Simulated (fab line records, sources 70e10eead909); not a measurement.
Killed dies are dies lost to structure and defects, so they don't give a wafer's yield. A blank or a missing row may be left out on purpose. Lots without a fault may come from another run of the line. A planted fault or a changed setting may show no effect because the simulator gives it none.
Which tool did it? | flow nand_harc | 20 lots, 60 wafers sampled, at 6 steps of a route of 1302

WHAT THE GAUGES READ, wafer by wafer
The record holds no reading of a measuring or inspecting step that can be judged against a usual standard deviation.

WHICH TOOL RAN EACH LOT (tool, then ch and the chambers of the sampled wafers, then the start)
lot  | NHARC_A_STAIRCASE_TRIM_191                    | NHARC_A_STAIRCASE_DESCUM_219       | NHARC_A_STAIRCASE_ETCH_221     | NHARC_A_STAIRCASE_ETCH_223     | NHARC_A_STAIRCASE_TRIM_226     | NHARC_A_STAIRCASE_HM_OPEN_460
L074 | rie_diel-01 ch 0,1,2, day 16 22:46 or earlier | rie_diel-08 ch 0,1,2, day 16 22:46 | rie_diel-08 ch 0,2,3, no start | rie_diel-08 ch 0,1,2, no start | rie_diel-08 ch 1,2,3, no start | rie_diel-04 ch 1,2,3, no start
L075 | rie_diel-04 ch 2,3, day 17 03:14 or earlier   | rie_diel-08 ch 1,3, day 17 03:14   | rie_diel-08 ch 0,1,2, no start | rie_diel-08 ch 0,1,2, no start | rie_diel-08 ch 0,2, no start   | rie_diel-01 ch 0,2, no start
L076 | rie_diel-08 ch 0,1,2, day 17 10:32 or earlier | rie_diel-01 ch 0,1,2, day 17 10:32 | rie_diel-01 ch 1,2, no start   | rie_diel-01 ch 0,1,3, no start | rie_diel-01 ch 0,2,3, no start | rie_diel-04 ch 0,1,2, no start
L077 | rie_diel-08 ch 1,2,3, day 17 14:39 or earlier | rie_diel-04 ch 1,2,3, day 17 14:39 | rie_diel-04 ch 2,3, no start   | rie_diel-04 ch 0,3, no start   | rie_diel-04 ch 0,1,3, no start | rie_diel-04 ch 0,1,3, no start
L079 | rie_diel-01 ch 2,3, day 17 21:35 or earlier   | rie_diel-04 ch 0,3, day 17 21:35   | rie_diel-04 ch 2,3, no start   | rie_diel-04 ch 1,2, no start   | rie_diel-04 ch 1,2, no start   | rie_diel-01 ch 0,1, no start
L078 | rie_diel-01 ch 0,2, day 18 13:19 or earlier   | rie_diel-01 ch 1,2, day 18 13:19   | rie_diel-01 ch 0,2,3, no start | rie_diel-01 ch 0,2,3, no start | rie_diel-01 ch 1,2,3, no start | rie_diel-04 ch 0,2,3, no start
L080 | rie_diel-08 ch 2,3, day 18 16:15 or earlier   | rie_diel-08 ch 0,2,3, day 18 16:15 | rie_diel-08 ch 0,1, no start   | rie_diel-08 ch 0,2, no start   | rie_diel-08 ch 1,2, no start   | rie_diel-08 ch 1,2, no start
L081 | rie_diel-08 ch 2,3, day 19 08:29 or earlier   | rie_diel-04 ch 0,3, day 19 08:29   | rie_diel-04 ch 1,3, no start   | rie_diel-04 ch 1,2,3, no start | rie_diel-04 ch 1,2,3, no start | rie_diel-01 ch 0,2, no start
L083 | rie_diel-08 ch 1,2, day 20 08:07 or earlier   | rie_diel-08 ch 1,2, day 20 08:07   | rie_diel-08 ch 0,1,2, no start | rie_diel-08 ch 0,1,3, no start | rie_diel-08 ch 0,1,3, no start | rie_diel-08 ch 0,1,3, no start
L084 | rie_diel-08 ch 0,2,3, day 20 11:25 or earlier | rie_diel-08 ch 1,2,3, day 20 11:25 | rie_diel-08 ch 0,1,3, no start | rie_diel-08 ch 0,1,2, no start | rie_diel-08 ch 0,1,2, no start | rie_diel-01 ch 0,2,3, no start
L087 | rie_diel-04 ch 1,2,3, day 21 17:32 or earlier | rie_diel-08 ch 1,2,3, day 21 17:32 | rie_diel-08 ch 0,2,3, no start | rie_diel-08 ch 0,1,3, no start | rie_diel-08 ch 0,1,3, no start | rie_diel-04 ch 0,2,3, no start
L086 | rie_diel-08 ch 1,2, day 21 18:41 or earlier   | rie_diel-01 ch 0,2, day 21 18:41   | rie_diel-01 ch 1,2, no start   | rie_diel-01 ch 0,2, no start   | rie_diel-01 ch 0,3, no start   | rie_diel-08 ch 1,2,3, no start
L089 | rie_diel-01 ch 0,1,2, day 22 03:22 or earlier | rie_diel-08 ch 0,2,3, day 22 03:22 | rie_diel-08 ch 0,1,2, no start | rie_diel-08 ch 0,1,3, no start | rie_diel-08 ch 1,2,3, no start | rie_diel-04 ch 0,2,3, no start
L091 | rie_diel-01 ch 0,2,3, day 23 08:30 or earlier | rie_diel-01 ch 0,1, day 23 08:30   | rie_diel-01 ch 0,2,3, no start | rie_diel-01 ch 1,2, no start   | rie_diel-01 ch 1,2, no start   | rie_diel-04 ch 1,2, no start
L092 | rie_diel-08 ch 1,2, day 23 17:31 or earlier   | rie_diel-01 ch 0,1,3, day 23 17:31 | rie_diel-01 ch 0,1,3, no start | rie_diel-01 ch 0,1,3, no start | rie_diel-01 ch 0,2,3, no start | rie_diel-01 ch 0,2,3, no start
L093 | rie_diel-01 ch 0,1,2, day 23 22:18 or earlier | rie_diel-04 ch 2,3, day 23 22:18   | rie_diel-04 ch 0,1,3, no start | rie_diel-04 ch 1,2, no start   | rie_diel-04 ch 0,1, no start   | rie_diel-01 ch 0,2,3, no start
L094 | rie_diel-01 ch 0,1, day 24 03:21 or earlier   | rie_diel-08 ch 0,1,2, day 24 03:21 | rie_diel-08 ch 0,1,2, no start | rie_diel-08 ch 0,1,2, no start | rie_diel-08 ch 1,2, no start   | rie_diel-04 ch 0,3, no start
L095 | rie_diel-04 ch 0,2,3, day 25 08:26 or earlier | rie_diel-04 ch 0,1,3, day 25 08:26 | rie_diel-04 ch 0,1,3, no start | rie_diel-04 ch 0,1,3, no start | rie_diel-04 ch 0,1,2, no start | rie_diel-04 ch 0,2,3, no start
L097 | rie_diel-04 ch 0,1,3, day 25 18:37 or earlier | rie_diel-01 ch 0,1, day 25 18:37   | rie_diel-01 ch 0,1, no start   | rie_diel-01 ch 0,1, no start   | rie_diel-01 ch 0,1, no start   | rie_diel-08 ch 2,3, no start
L096 | rie_diel-04 ch 1,2,3, day 25 19:36 or earlier | rie_diel-04 ch 0,1,2, day 25 19:36 | rie_diel-04 ch 0,1,3, no start | rie_diel-04 ch 1,2,3, no start | rie_diel-04 ch 0,1,3, no start | rie_diel-04 ch 1,2, no start
- NHARC_A_STAIRCASE_TRIM_191: chemistry O2, time 211.2 s.
- NHARC_A_STAIRCASE_DESCUM_219: chemistry O2, time 3 s.
- NHARC_A_STAIRCASE_ETCH_221: etches the open film in C4F8/O2, target depth 100 nm, time 40.5 s.
- NHARC_A_STAIRCASE_ETCH_223: etches the open film in C4F8/O2, target depth 100 nm, time 40.5 s.
- NHARC_A_STAIRCASE_TRIM_226: chemistry O2, time 211.2 s.
- NHARC_A_STAIRCASE_HM_OPEN_460: chemistry O2/COS.

WHAT THE TOOLS THEMSELVES READ (means of the sampled wafers that have a number; where no wafer has one, the mark that the record gives instead)
NHARC_A_STAIRCASE_TRIM_191.
lot  | tool        | chamber_pressure_mTorr (mTorr) | drypump_motor_current_A (A) | oes_product_au (a.u.) | rf_vpp_V (V) | showerhead_plenum_p_Torr (Torr) | throttle_valve_pct (%)
L074 | rie_diel-01 | 59.94                          | 5.5                         | 1.005                 | 56.9         | 3.36                            | 17.044
L075 | rie_diel-04 | 59.99                          | 5.9                         | 0.993                 | 57.7         | 3.48                            | 17.030
L076 | rie_diel-08 | 59.96                          | 5.7                         | 0.996                 | 56.6         | 3.45                            | 17.031
L077 | rie_diel-08 | 60.02                          | 5.9                         | 0.989                 | 57.6         | 3.49                            | 17.042
L079 | rie_diel-01 | 59.98                          | 5.7                         | 0.999                 | 57.2         | 3.37                            | 17.030
L078 | rie_diel-01 | 59.98                          | 5.0                         | 1.009                 | 56.4         | 3.35                            | 17.042
L080 | rie_diel-08 | 59.98                          | 5.9                         | 0.988                 | 57.3         | 3.46                            | 17.035
L081 | rie_diel-08 | 59.97                          | 5.8                         | 0.993                 | 58.5         | 3.46                            | 17.038
L083 | rie_diel-08 | 60.00                          | 5.9                         | 1.001                 | 57.9         | 3.48                            | 17.037
L084 | rie_diel-08 | 59.96                          | 5.7                         | 1.000                 | 57.2         | 3.40                            | 17.030
L087 | rie_diel-04 | 60.00                          | 5.7                         | 1.001                 | 57.9         | 3.47                            | 17.040
L086 | rie_diel-08 | 60.03                          | 5.9                         | 1.005                 | 58.0         | 3.47                            | 17.023
L089 | rie_diel-01 | 59.94                          | 5.5                         | 1.012                 | 57.3         | 3.34                            | 17.036
L091 | rie_diel-01 | 60.07                          | 5.4                         | 1.005                 | 57.4         | 3.34                            | 17.042
L092 | rie_diel-08 | 59.99                          | 5.8                         | 0.997                 | 57.5         | 3.49                            | 17.045
L093 | rie_diel-01 | 60.00                          | 5.5                         | 1.010                 | 58.1         | 3.33                            | 17.044
L094 | rie_diel-01 | 60.02                          | 5.9                         | 1.004                 | 58.2         | 3.37                            | 17.036
L095 | rie_diel-04 | 59.98                          | 5.6                         | 1.010                 | 58.2         | 3.55                            | 17.031
L097 | rie_diel-04 | 60.03                          | 5.4                         | 1.017                 | 58.1         | 3.56                            | 17.025
L096 | rie_diel-04 | 59.98                          | 5.7                         | 1.014                 | 58.0         | 3.45                            | 17.046

NHARC_A_STAIRCASE_DESCUM_219.
lot  | tool        | chamber_pressure_mTorr (mTorr) | drypump_motor_current_A (A) | oes_product_au (a.u.) | rf_vpp_V (V) | showerhead_plenum_p_Torr (Torr) | throttle_valve_pct (%)
L074 | rie_diel-08 | 60.04                          | 5.7                         | 0.995                 | 57.5         | 1.87                            | 11.319
L075 | rie_diel-08 | 60.04                          | 5.8                         | 0.992                 | 58.1         | 1.90                            | 11.307
L076 | rie_diel-01 | 60.02                          | 5.5                         | 0.999                 | 57.4         | 1.81                            | 11.314
L077 | rie_diel-04 | 59.99                          | 5.7                         | 0.996                 | 57.9         | 1.89                            | 11.310
L079 | rie_diel-04 | 59.97                          | 5.3                         | 1.010                 | 58.6         | 1.98                            | 11.313
L078 | rie_diel-01 | 60.03                          | 6.0                         | 1.001                 | 57.9         | 1.82                            | 11.319
L080 | rie_diel-08 | 60.02                          | 5.7                         | 0.988                 | 57.4         | 1.85                            | 11.307
L081 | rie_diel-04 | 60.00                          | 5.2                         | 1.013                 | 58.7         | 2.00                            | 11.307
L083 | rie_diel-08 | 60.08                          | 5.8                         | 0.998                 | 58.6         | 1.90                            | 11.313
L084 | rie_diel-08 | 60.00                          | 5.8                         | 1.004                 | 58.1         | 1.89                            | 11.302
L087 | rie_diel-08 | 60.04                          | 5.8                         | 1.005                 | 57.5         | 1.88                            | 11.313
L086 | rie_diel-01 | 59.99                          | 5.1                         | 1.009                 | 57.7         | 1.78                            | 11.312
L089 | rie_diel-08 | 59.99                          | 5.6                         | 0.997                 | 57.1         | 1.84                            | 11.311
L091 | rie_diel-01 | 60.03                          | 5.9                         | 1.008                 | 57.4         | 1.82                            | 11.311
L092 | rie_diel-01 | 59.98                          | 5.8                         | 1.005                 | 57.4         | 1.82                            | 11.311
L093 | rie_diel-04 | 60.03                          | 5.6                         | 1.013                 | 58.2         | 1.90                            | 11.313
L094 | rie_diel-08 | 59.97                          | 5.6                         | 1.004                 | 57.2         | 1.85                            | 11.316
L095 | rie_diel-04 | 60.01                          | 5.4                         | 1.018                 | 58.0         | 1.93                            | 11.306
L097 | rie_diel-01 | 60.04                          | 5.4                         | 1.016                 | 57.5         | 1.81                            | 11.317
L096 | rie_diel-04 | 60.01                          | 5.6                         | 1.008                 | 57.9         | 1.90                            | 11.308

NHARC_A_STAIRCASE_ETCH_221.
lot  | tool        | chamber_pressure_mTorr (mTorr) | oes_product_au (a.u.) | rf_vpp_V (V)
L074 | rie_diel-08 | 24.997                         | 0.952                 | 892
L075 | rie_diel-08 | 24.982                         | 0.927                 | 893
L076 | rie_diel-01 | 24.988                         | 0.965                 | 891
L077 | rie_diel-04 | 24.999                         | 0.940                 | 894
L079 | rie_diel-04 | 24.992                         | 0.925                 | 894
L078 | rie_diel-01 | 25.000                         | 0.930                 | 890
L080 | rie_diel-08 | 24.991                         | 0.949                 | 891
L081 | rie_diel-04 | 24.996                         | 0.949                 | 896
L083 | rie_diel-08 | 24.980                         | 0.941                 | 894
L084 | rie_diel-08 | 25.003                         | 0.945                 | 892
L087 | rie_diel-08 | 25.000                         | 0.946                 | 892
L086 | rie_diel-01 | 25.003                         | 0.974                 | 890
L089 | rie_diel-08 | 24.990                         | 0.952                 | 893
L091 | rie_diel-01 | 24.997                         | 0.930                 | 889
L092 | rie_diel-01 | 24.997                         | 0.921                 | 891
L093 | rie_diel-04 | 25.024                         | 0.962                 | 898
L094 | rie_diel-08 | 24.998                         | 0.953                 | 892
L095 | rie_diel-04 | 25.019                         | 0.936                 | 897
L097 | rie_diel-01 | 25.004                         | 0.946                 | 890
L096 | rie_diel-04 | 25.006                         | 0.944                 | 897

NHARC_A_STAIRCASE_ETCH_223.
lot  | tool        | chamber_pressure_mTorr (mTorr) | oes_product_au (a.u.) | rf_vpp_V (V)
L074 | rie_diel-08 | 24.992                         | 0.928                 | 892
L075 | rie_diel-08 | 24.970                         | 0.929                 | 893
L076 | rie_diel-01 | 25.019                         | 0.952                 | 891
L077 | rie_diel-04 | 24.992                         | 0.962                 | 902
L079 | rie_diel-04 | 24.997                         | 0.922                 | 892
L078 | rie_diel-01 | 25.018                         | 0.942                 | 890
L080 | rie_diel-08 | 25.006                         | 0.945                 | 892
L081 | rie_diel-04 | 24.987                         | 0.950                 | 895
L083 | rie_diel-08 | 25.012                         | 0.944                 | 892
L084 | rie_diel-08 | 25.002                         | 0.948                 | 892
L087 | rie_diel-08 | 24.988                         | 0.952                 | 893
L086 | rie_diel-01 | 24.992                         | 0.946                 | 889
L089 | rie_diel-08 | 25.019                         | 0.949                 | 892
L091 | rie_diel-01 | 25.000                         | 0.932                 | 889
L092 | rie_diel-01 | 25.020                         | 0.929                 | 890
L093 | rie_diel-04 | 25.015                         | 0.961                 | 891
L094 | rie_diel-08 | 25.016                         | 0.943                 | 892
L095 | rie_diel-04 | 24.998                         | 0.947                 | 898
L097 | rie_diel-01 | 24.992                         | 0.954                 | 889
L096 | rie_diel-04 | 25.004                         | 0.957                 | 893

NHARC_A_STAIRCASE_TRIM_226.
lot  | tool        | chamber_pressure_mTorr (mTorr) | drypump_motor_current_A (A) | oes_product_au (a.u.) | rf_vpp_V (V) | showerhead_plenum_p_Torr (Torr) | throttle_valve_pct (%)
L074 | rie_diel-08 | 60.00                          | 5.9                         | 0.994                 | 57.3         | 3.50                            | 17.043
L075 | rie_diel-08 | 60.00                          | 5.7                         | 0.985                 | 57.5         | 3.42                            | 17.039
L076 | rie_diel-01 | 60.02                          | 5.4                         | 1.001                 | 57.4         | 3.36                            | 17.037
L077 | rie_diel-04 | 60.01                          | 5.4                         | 1.008                 | 58.5         | 3.60                            | 17.041
L079 | rie_diel-04 | 60.01                          | 5.9                         | 0.993                 | 57.7         | 3.42                            | 17.030
L078 | rie_diel-01 | 59.98                          | 5.9                         | 1.002                 | 58.0         | 3.37                            | 17.030
L080 | rie_diel-08 | 59.98                          | 5.9                         | 0.986                 | 58.1         | 3.49                            | 17.037
L081 | rie_diel-04 | 60.02                          | 5.6                         | 0.999                 | 57.9         | 3.48                            | 17.026
L083 | rie_diel-08 | 60.00                          | 5.7                         | 1.003                 | 57.0         | 3.43                            | 17.034
L084 | rie_diel-08 | 59.99                          | 5.7                         | 0.997                 | 57.5         | 3.43                            | 17.042
L087 | rie_diel-08 | 59.99                          | 5.6                         | 1.000                 | 57.5         | 3.43                            | 17.036
L086 | rie_diel-01 | 59.99                          | 5.6                         | 1.007                 | 57.8         | 3.38                            | 17.037
L089 | rie_diel-08 | 60.05                          | 5.9                         | 0.999                 | 58.1         | 3.47                            | 17.040
L091 | rie_diel-01 | 60.02                          | 6.0                         | 1.007                 | 57.4         | 3.35                            | 17.032
L092 | rie_diel-01 | 59.94                          | 5.3                         | 0.997                 | 57.1         | 3.34                            | 17.044
L093 | rie_diel-04 | 59.98                          | 5.4                         | 1.023                 | 57.8         | 3.52                            | 17.035
L094 | rie_diel-08 | 60.00                          | 5.8                         | 1.005                 | 58.0         | 3.49                            | 17.030
L095 | rie_diel-04 | 60.01                          | 5.6                         | 1.012                 | 56.7         | 3.50                            | 17.026
L097 | rie_diel-01 | 59.98                          | 5.4                         | 1.009                 | 57.9         | 3.35                            | 17.035
L096 | rie_diel-04 | 60.00                          | 5.4                         | 1.015                 | 57.2         | 3.56                            | 17.045

NHARC_A_STAIRCASE_HM_OPEN_460.
lot  | tool        | chamber_pressure_mTorr (mTorr) | drypump_motor_current_A (A) | oes_product_au (a.u.) | rf_vpp_V (V) | showerhead_plenum_p_Torr (Torr) | throttle_valve_pct (%)
L074 | rie_diel-04 | 19.999                         | 5.6                         | 1.001                 | 466.9        | 3.09                            | 28.323
L075 | rie_diel-01 | 19.985                         | 5.0                         | 1.019                 | 463.6        | 2.96                            | 28.334
L076 | rie_diel-04 | 20.011                         | 5.6                         | 0.996                 | 467.4        | 3.12                            | 28.319
L077 | rie_diel-04 | 20.011                         | 5.4                         | 1.008                 | 469.0        | 3.18                            | 28.334
L079 | rie_diel-01 | 20.002                         | 5.4                         | 1.009                 | 463.6        | 2.99                            | 28.329
L078 | rie_diel-04 | 20.007                         | 5.6                         | 0.998                 | 468.0        | 3.16                            | 28.332
L080 | rie_diel-08 | 19.995                         | 5.8                         | 0.999                 | 466.9        | 3.11                            | 28.325
L081 | rie_diel-01 | 20.000                         | 5.1                         | 1.014                 | 463.6        | 2.93                            | 28.331
L083 | rie_diel-08 | 19.990                         | 5.7                         | 1.008                 | 465.3        | 3.04                            | 28.325
L084 | rie_diel-01 | 20.010                         | 5.4                         | 0.999                 | 463.5        | 2.96                            | 28.333
L087 | rie_diel-04 | 20.008                         | 5.5                         | 1.009                 | 468.4        | 3.15                            | 28.328
L086 | rie_diel-08 | 19.997                         | 5.8                         | 0.993                 | 466.6        | 3.07                            | 28.333
L089 | rie_diel-04 | 19.989                         | 5.5                         | 0.997                 | 466.7        | 3.15                            | 28.334
L091 | rie_diel-04 | 19.983                         | 5.7                         | 1.012                 | 464.1        | 3.02                            | 28.328
L092 | rie_diel-01 | 19.984                         | 5.4                         | 1.001                 | 467.0        | 3.11                            | 28.331
L093 | rie_diel-01 | 19.984                         | 5.4                         | 1.003                 | 467.3        | 3.10                            | 28.320
L094 | rie_diel-04 | 19.998                         | 5.3                         | 1.019                 | 468.6        | 3.19                            | 28.327
L095 | rie_diel-04 | 19.991                         | 5.6                         | 1.011                 | 467.3        | 3.14                            | 28.334
L097 | rie_diel-08 | 19.996                         | 5.9                         | 1.005                 | 465.0        | 3.03                            | 28.321
L096 | rie_diel-04 | 20.003                         | 5.7                         | 1.019                 | 464.7        | 3.01                            | 28.328

THE ANSWER, worked out from the rows above alone
Rule: what is usual is taken from the lots themselves. Put in order of their means at a reading, lots are off if they are a third of the lots or fewer, leave a main group of 4 or more, and stand apart from it by a gap of 3 or more times the standard deviation of the main group's means; of several such gaps the widest counts. A main group whose means are all the same, to the digits that the tables above print for the reading, isn't used. A lot without any number at a reading at which 4 lots or more have one is off too. The other lots that the step has rows for count as sound. The gauges are gone through in route order, then the tools' own readings, and for those a lot's mean is taken as printed above. The first step at which some lot is off is used, and at that step the reading that is off furthest; a lot without a number counts as furthest.
No lot is off at any reading shown: from this, nothing can be told.

WHAT THE SIMULATOR HAD PUT IN
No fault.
